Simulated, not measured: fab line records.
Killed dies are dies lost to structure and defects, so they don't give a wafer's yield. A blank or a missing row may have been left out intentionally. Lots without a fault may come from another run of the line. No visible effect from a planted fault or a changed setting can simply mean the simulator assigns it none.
fab line records -- flow n5_finfet
record: lots: 7, wafers: 39
route steps=1938 shown BEOL_M13@1696
start_h: hours from the record's opening day to when the first of the lot's shown wafers began -- wait_h: hours elapsed since this lot's preceding step -- " identical to the entry in the row above -- L1.1+2: one row covering several wafers at once -- - no value present, or no start provided -- * or withheld: withheld -- < > ~ a bound
route shown NAME@n: a module of which the file shows steps, and the number in the route of the first -- usual: mean/standard deviation taken from wafers without a fault -- same: alike in all rows -- chamber/n: place in a boat -- sites: the reading at each site -- _std_site: the standard deviation of these -- _edge_site: outer sites' mean less inner sites' -- radius_mm: how far each site lies from the wafer's centre -- mask NAME#n: copy n -- behind: the most recent tool/chamber to have shaped the wafer -- hold: why the lot went on hold/how many hours it stayed there/how the hold came to an end -- device: transistor that didn't switch, given as n, p or np -- end of line: tests of these same wafers at the route's end -- a step with no rows: only its recipe -- killed: dies that structure and defects cost at the first sort, which is not the same as the wafer's yield -- map: the dies of a wafer, with x for killed, . for not killed, _ for no die there
set.NAME: setting as actually run; set.NAME@STEP: the setting as run at that earlier step -- model.NAME: the simulator's own value behind a step, which no gauge read
one table per step and one row per wafer, for lots whose settings were changed on purpose
== steps ==
step: N5_BEOL_M13_TRENCH_ETCH_34
recipe: chemistry: C4F8/O2/Ar, target: SiOC, target_depth_a: 4134.7, mask_material: SOC, pressure_mtorr: 30, source_w: 3000, bias_w: 700, Ar_flow_sccm: 400, C4F8_flow_sccm: 15, O2_flow_sccm: 8, he_inner_torr: 15, he_outer_torr: 30, time_s: 162.6, ion_energy_ev: 250
lot.wafer,tool,chamber,start_h,wait_h,set.time_s,model.etch.depth_nm
L079.1,rie_diel-05,2,273.84,0.0,162.6,410.6
L079.2,rie_diel-05,3,273.84,0.0,162.6,414.3
L079.3,rie_diel-05,1,273.84,0.0,162.6,413.3
L079.4,rie_diel-05,2,273.84,0.0,105.7,267.2
L079.5,rie_diel-05,1,273.84,0.0,105.7,266.6
L079.6,rie_diel-05,3,273.84,0.0,105.7,271.9
L083.1,rie_diel-03,1,292.20,0.0,162.6,425.4
L083.2,rie_diel-03,3,292.20,0.0,162.6,407.9
L083.3,rie_diel-03,2,292.20,0.0,199.6,515.5
L083.4,rie_diel-03,0,292.20,0.0,199.6,496
L083.5,rie_diel-03,1,292.20,0.0,199.6,525.3
L083.6,rie_diel-03,0,292.20,0.0,162.6,406.7
L085.1,rie_diel-03,2,304.57,0.0,162.6,413.4
L085.2,rie_diel-03,3,304.57,0.0,162.6,411.4
L085.3,rie_diel-03,0,304.57,0.0,108.9,271
L085.4,rie_diel-03,1,304.57,0.0,108.9,286.2
L085.5,rie_diel-03,1,304.57,0.0,108.9,284.4
L085.6,rie_diel-03,0,304.57,0.0,162.6,404.1
L089.1,rie_diel-05,0,337.74,0.0,162.6,427.1
L089.2,rie_diel-05,1,337.74,0.0,87.36,216.3
L089.3,rie_diel-05,3,337.74,0.0,162.6,418.7
L089.4,rie_diel-05,2,337.74,0.0,87.36,221.1
L089.5,rie_diel-05,1,337.74,0.0,87.36,220
L089.6,rie_diel-05,0,337.74,0.0,162.6,428.6
L094.1,rie_diel-05,1,357.35,0.0,105.2,265.3
L094.2,rie_diel-05,0,357.35,0.0,105.2,273.1
L094.3,rie_diel-05,3,357.35,0.0,162.6,414.5
L094.4,rie_diel-05,0,357.35,0.0,105.2,272.9
L094.5,rie_diel-05,1,357.35,0.0,162.6,408.9
L094.6,rie_diel-05,3,357.35,0.0,162.6,413.9
L095.1,rie_diel-02,0,357.66,0.0,162.6,415
L095.2,rie_diel-02,3,357.66,0.0,162.6,415.8
L095.3,rie_diel-02,2,357.66,0.0,162.6,403.8
L095.4,rie_diel-02,1,357.66,0.0,162.6,403.7
L095.5,rie_diel-02,3,357.66,0.0,162.6,419.1
L095.6,rie_diel-02,2,357.66,0.0,162.6,401.2
L096.1,rie_diel-03,1,375.03,0.0,162.6,425.9
L096.5,rie_diel-03,0,375.03,0.0,162.6,410.6
L096.6,rie_diel-03,3,375.03,0.0,162.6,413.8
step: N5_BEOL_M13_STRIP_70
recipe: chemistry: C4F8/O2/Ar, resist: SiARC, rf_frequency_hz: 6e+07
step: N5_BEOL_M13_OCD_MEAS_35
usual: trench_depth_nm: 412/7.5
lot.wafer,tool,chamber,start_h,wait_h,set.time_s@BEOL_M13_TRENCH_ETCH_34,trench_depth_nm
L079.1,ocd-01,-,274.02,0.0,162.6,411
L079.2,ocd-01,-,274.02,0.0,162.6,414
L079.3,ocd-01,-,274.02,0.0,162.6,413
L079.4,ocd-01,-,274.02,0.0,105.7,267
L079.5,ocd-01,-,274.02,0.0,105.7,266
L079.6,ocd-01,-,274.02,0.0,105.7,272
L083.1,ocd-02,-,292.38,0.0,162.6,426
L083.2,ocd-02,-,292.38,0.0,162.6,408
L083.3,ocd-02,-,292.38,0.0,199.6,516
L083.4,ocd-02,-,292.38,0.0,199.6,496
L083.5,ocd-02,-,292.38,0.0,199.6,525
L083.6,ocd-02,-,292.38,0.0,162.6,407
L085.1,ocd-01,-,304.74,0.0,162.6,413
L085.2,ocd-01,-,304.74,0.0,162.6,411
L085.3,ocd-01,-,304.74,0.0,108.9,271
L085.4,ocd-01,-,304.74,0.0,108.9,286
L085.5,ocd-01,-,304.74,0.0,108.9,284
L085.6,ocd-01,-,304.74,0.0,162.6,404
L089.1,ocd-01,-,337.91,0.0,162.6,427
L089.2,ocd-01,-,337.91,0.0,87.36,217
L089.3,ocd-01,-,337.91,0.0,162.6,419
L089.4,ocd-01,-,337.91,0.0,87.36,221
L089.5,ocd-01,-,337.91,0.0,87.36,220
L089.6,ocd-01,-,337.91,0.0,162.6,429
L094.1,ocd-01,-,357.53,0.0,105.2,265
L094.2,ocd-01,-,357.53,0.0,105.2,273
L094.3,ocd-01,-,357.53,0.0,162.6,414
L094.4,ocd-01,-,357.53,0.0,105.2,273
L094.5,ocd-01,-,357.53,0.0,162.6,409
L094.6,ocd-01,-,357.53,0.0,162.6,414
L095.1,ocd-02,-,357.83,0.0,162.6,415
L095.2,ocd-02,-,357.83,0.0,162.6,415
L095.3,ocd-02,-,357.83,0.0,162.6,404
L095.4,ocd-02,-,357.83,0.0,162.6,403
L095.5,ocd-02,-,357.83,0.0,162.6,419
L095.6,ocd-02,-,357.83,0.0,162.6,401
L096.1,ocd-01,-,375.21,0.0,162.6,426
L096.5,ocd-01,-,375.21,0.0,162.6,410
L096.6,ocd-01,-,375.21,0.0,162.6,414
step: N5_BEOL_M13_STRIP_37
recipe: chemistry: N2/H2, power_w: 1000, temp_c: 250, h2_frac: 0.65, overash_fraction: 0.3, pressure_mtorr: withheld, n2_flow_sccm: 1750, h2_flow_sccm: 3250
step: N5_BEOL_M13_ETCH_38
recipe: chemistry: CF4/N2, target: SiCN, target_depth_a: 675, taper_deg: 2, time_s: 71.9, ion_energy_ev: 150, mask_material: SiO2, pressure_mtorr: 40, source_w: 430, bias_w: 70, Ar_flow_sccm: 100, cf4_flow_sccm: 60, n2_flow_sccm: 60
step: N5_BEOL_M13_ECD_47
recipe: material: Cu, target_thk_a: 9360
step: N5_BEOL_M13_ANNEAL_48
recipe: temp_c: 225, time_s: 90, ambient: N2
step: N5_BEOL_M13_CMP_49
recipe: stop_on: SiOC, t_overpolish_s: 17.1, down_force_psi: 1, platen_rpm: 50, clearing_platen_down_force_psi: 1.5, clearing_platen_rpm: 50, post_cmp_clean: cu_alkaline, target_thk_nm: 420, clearing_platen_pad_velocity_m_s: 0.99484, pad_velocity_m_s: 0.99484
lot.wafer,tool,chamber,start_h,wait_h,set.time_s@BEOL_M13_TRENCH_ETCH_34,model.Cu_of_BEOL_M13_ECD_47.thk_nm
L079.2,cmp-02,0,276.65,0.2,162.6,420.2
L079.3,cmp-02,1,276.65,0.2,162.6,423.4
L079.4,cmp-02,2,276.65,0.2,105.7,277.2
L079.1,cmp-02,3,276.65,0.2,162.6,419.2
L079.6,cmp-02,0,276.65,0.2,105.7,278.4
L079.5,cmp-02,1,276.65,0.2,105.7,276.2
L083.4,cmp-02,0,294.26,0.1,199.6,501.8
L083.2,cmp-02,1,294.26,0.1,162.6,417.2
L083.1,cmp-02,2,294.26,0.1,162.6,435.6
L083.3,cmp-02,3,294.26,0.1,199.6,523.4
L083.5,cmp-02,0,294.26,0.1,199.6,531.2
L083.6,cmp-02,1,294.26,0.1,162.6,417
L085.3,cmp-03,0,306.81,0.2,108.9,277
L085.1,cmp-03,1,306.81,0.2,162.6,418
L085.2,cmp-03,2,306.81,0.2,162.6,418.2
L085.4,cmp-03,3,306.81,0.2,108.9,294.2
L085.5,cmp-03,0,306.81,0.2,108.9,290.8
L085.6,cmp-03,1,306.81,0.2,162.6,410
L089.3,cmp-03,2,342.11,0.2,162.6,424.6
L089.2,cmp-03,3,342.11,0.2,87.36,222.8
L089.1,cmp-03,0,342.11,0.2,162.6,432.4
L089.4,cmp-03,1,342.11,0.2,87.36,226.8
L089.6,cmp-03,2,342.11,0.2,162.6,435.4
L089.5,cmp-03,3,342.11,0.2,87.36,227.8
L095.4+3,cmp-04,"2,0",361.89,0.1,162.6,409.6
L095.2,cmp-04,3,361.89,0.1,162.6,421
L095.1,cmp-04,1,361.89,0.1,162.6,420.2
L095.6,cmp-04,2,361.89,0.1,162.6,407.2
L095.5,cmp-04,3,361.89,0.1,162.6,423.6
L094.1,cmp-03,3,362.32,0.3,105.2,273
L094.4,cmp-03,0,362.32,0.3,105.2,281.6
L094.2,cmp-03,1,362.32,0.3,105.2,279.6
L094.3,cmp-03,2,362.32,0.3,162.6,420.6
L094.5,cmp-03,3,362.32,0.3,162.6,417.8
L094.6,cmp-03,0,362.32,0.3,162.6,422
L096.1,cmp-02,3,380.29,0.3,162.6,435.4
L096.5,cmp-02,1,380.29,0.3,162.6,420.4
L096.6,cmp-02,2,380.29,0.3,162.6,423.2
step: N5_BEOL_M13_THK_MEAS_50
recipe: thk_meas_gauge: xrf, reads: Cu_of_BEOL_M13_ECD_47
usual: M13_THK: 427/9.1
lot.wafer,tool,chamber,start_h,wait_h,set.time_s@BEOL_M13_TRENCH_ETCH_34,M13_THK[nm]
L079.1,film_metro-01,-,276.95,-,162.6,439
L079.2,film_metro-01,-,276.95,-,162.6,440
L079.3,film_metro-01,-,276.95,-,162.6,443
L079.4,film_metro-01,-,276.95,-,105.7,288
L079.5,film_metro-01,-,276.95,-,105.7,289
L079.6,film_metro-01,-,276.95,-,105.7,290
L083.1,film_metro-02,-,294.56,-,162.6,442
L083.2,film_metro-02,-,294.56,-,162.6,422
L083.3,film_metro-02,-,294.56,-,199.6,529
L083.4,film_metro-02,-,294.56,-,199.6,508
L083.5,film_metro-02,-,294.56,-,199.6,536
L083.6,film_metro-02,-,294.56,-,162.6,423
L085.1,film_metro-01,-,307.11,-,162.6,423
L085.2,film_metro-01,-,307.11,-,162.6,425
L085.3,film_metro-01,-,307.11,-,108.9,280
L085.4,film_metro-01,-,307.11,-,108.9,298
L085.5,film_metro-01,-,307.11,-,108.9,293
L085.6,film_metro-01,-,307.11,-,162.6,416
L089.1,film_metro-01,-,342.40,-,162.6,448
L089.2,film_metro-01,-,342.40,-,87.36,228
L089.3,film_metro-01,-,342.40,-,162.6,439
L089.4,film_metro-01,-,342.40,-,87.36,233
L089.5,film_metro-01,-,342.40,-,87.36,234
L089.6,film_metro-01,-,342.40,-,162.6,450
L095.1,film_metro-01,-,362.18,-,162.6,433
L095.2,film_metro-01,-,362.18,-,162.6,436
L095.3,film_metro-01,-,362.18,-,162.6,423
L095.4,film_metro-01,-,362.18,-,162.6,423
L095.5,film_metro-01,-,362.18,-,162.6,438
L095.6,film_metro-01,-,362.18,-,162.6,420
L094.1,film_metro-02,-,362.62,-,105.2,275
L094.2,film_metro-02,-,362.62,-,105.2,282
L094.3,film_metro-02,-,362.62,-,162.6,423
L094.4,film_metro-02,-,362.62,-,105.2,284
L094.5,film_metro-02,-,362.62,-,162.6,421
L094.6,film_metro-02,-,362.62,-,162.6,427
L096.1,film_metro-01,-,380.51,-,162.6,446
L096.5,film_metro-01,-,380.51,-,162.6,430
L096.6,film_metro-01,-,380.51,-,162.6,435
step: N5_BEOL_M13_PRE_CLEAN_52
recipe: gas: NH3, time_s: 15, temp_c: withheld, rf_power_w: 300
step: N5_BEOL_M13_DEP_53
recipe: material: SiCN, target_thk_a: 500, temp_c: withheld, precursor: 3MS/NH3, pressure_torr: 3, rf_w: 675, time_s: 17.8
step: N5_BEOL_M13_RS_MEAS_54
recipe: thk_meas_gauge: four-point-probe, reads: Cu_of_BEOL_M13_ECD_47+Ta_of_BEOL_M13_SPUTTER_44+TaN_of_BEOL_M13_SPUTTER_43
usual: M13_RS: 0.0450/0.00083
lot.wafer,tool,chamber,start_h,wait_h,set.time_s@BEOL_M13_TRENCH_ETCH_34,M13_RS[ohm/sq]
L079.1,film_metro-01,-,277.08,0.0,162.6,0.0451
L079.2,film_metro-01,-,277.08,0.0,162.6,0.0449
L079.3,film_metro-01,-,277.08,0.0,162.6,0.0445
L079.4,film_metro-01,-,277.08,0.0,105.7,0.0693
L079.5,film_metro-01,-,277.08,0.0,105.7,0.0695
L079.6,film_metro-01,-,277.08,0.0,105.7,0.0690
L083.1,film_metro-02,-,294.69,0.0,162.6,0.0433
L083.2,film_metro-02,-,294.69,0.0,162.6,0.0452
L083.3,film_metro-02,-,294.69,0.0,199.6,0.0358
L083.4,film_metro-02,-,294.69,0.0,199.6,0.0374
L083.5,film_metro-02,-,294.69,0.0,199.6,0.0353
L083.6,film_metro-02,-,294.69,0.0,162.6,0.0453
L085.1,film_metro-01,-,307.24,0.0,162.6,0.0452
L085.2,film_metro-01,-,307.24,0.0,162.6,0.0451
L085.3,film_metro-01,-,307.24,0.0,108.9,0.0693
L085.4,film_metro-01,-,307.24,0.0,108.9,0.0651
L085.5,film_metro-01,-,307.24,0.0,108.9,0.0659
L085.6,film_metro-01,-,307.24,0.0,162.6,0.0461
L089.1,film_metro-01,-,342.53,0.0,162.6,0.0436
L089.2,film_metro-01,-,342.53,0.0,87.36,0.0872
L089.3,film_metro-01,-,342.53,0.0,162.6,0.0445
L089.4,film_metro-01,-,342.53,0.0,87.36,0.0856
L089.5,film_metro-01,-,342.53,0.0,87.36,0.0853
L089.6,film_metro-01,-,342.53,0.0,162.6,0.0433
L095.1,film_metro-02,-,362.31,0.0,162.6,0.0450
L095.2,film_metro-02,-,362.31,0.0,162.6,0.0449
L095.3,film_metro-02,-,362.31,0.0,162.6,0.0462
L095.4,film_metro-02,-,362.31,0.0,162.6,0.0461
L095.5,film_metro-02,-,362.31,0.0,162.6,0.0446
L095.6,film_metro-02,-,362.31,0.0,162.6,0.0463
L094.1,film_metro-02,-,362.75,0.0,105.2,0.0703
L094.2,film_metro-02,-,362.75,0.0,105.2,0.0687
L094.3,film_metro-02,-,362.75,0.0,162.6,0.0449
L094.4,film_metro-02,-,362.75,0.0,105.2,0.0681
L094.5,film_metro-02,-,362.75,0.0,162.6,0.0452
L094.6,film_metro-02,-,362.75,0.0,162.6,0.0447
L096.1,film_metro-02,-,380.63,0.0,162.6,0.0433
L096.5,film_metro-02,-,380.63,0.0,162.6,0.0449
L096.6,film_metro-02,-,380.63,0.0,162.6,0.0446
== key ==
split: step: N5_BEOL_M13_TRENCH_ETCH_34, setting: time_s, stated: 162.6, by: wafer
response: step: N5_BEOL_M13_TRENCH_ETCH_34, reading: model.etch.depth_nm, change: +4.19, per: 1%, r: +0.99
response: step: N5_BEOL_M13_OCD_MEAS_35, reading: trench_depth_nm, change: +4.19, per: 1%, r: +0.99
response: step: N5_BEOL_M13_CMP_49, reading: model.Cu_of_BEOL_M13_ECD_47.thk_nm, change: +4.17, per: 1%, r: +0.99
response: step: N5_BEOL_M13_THK_MEAS_50, reading: M13_THK, change: +4.3, per: 1%, r: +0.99
response: step: N5_BEOL_M13_RS_MEAS_54, reading: M13_RS, change: -0.000733, per: 1%, r: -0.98
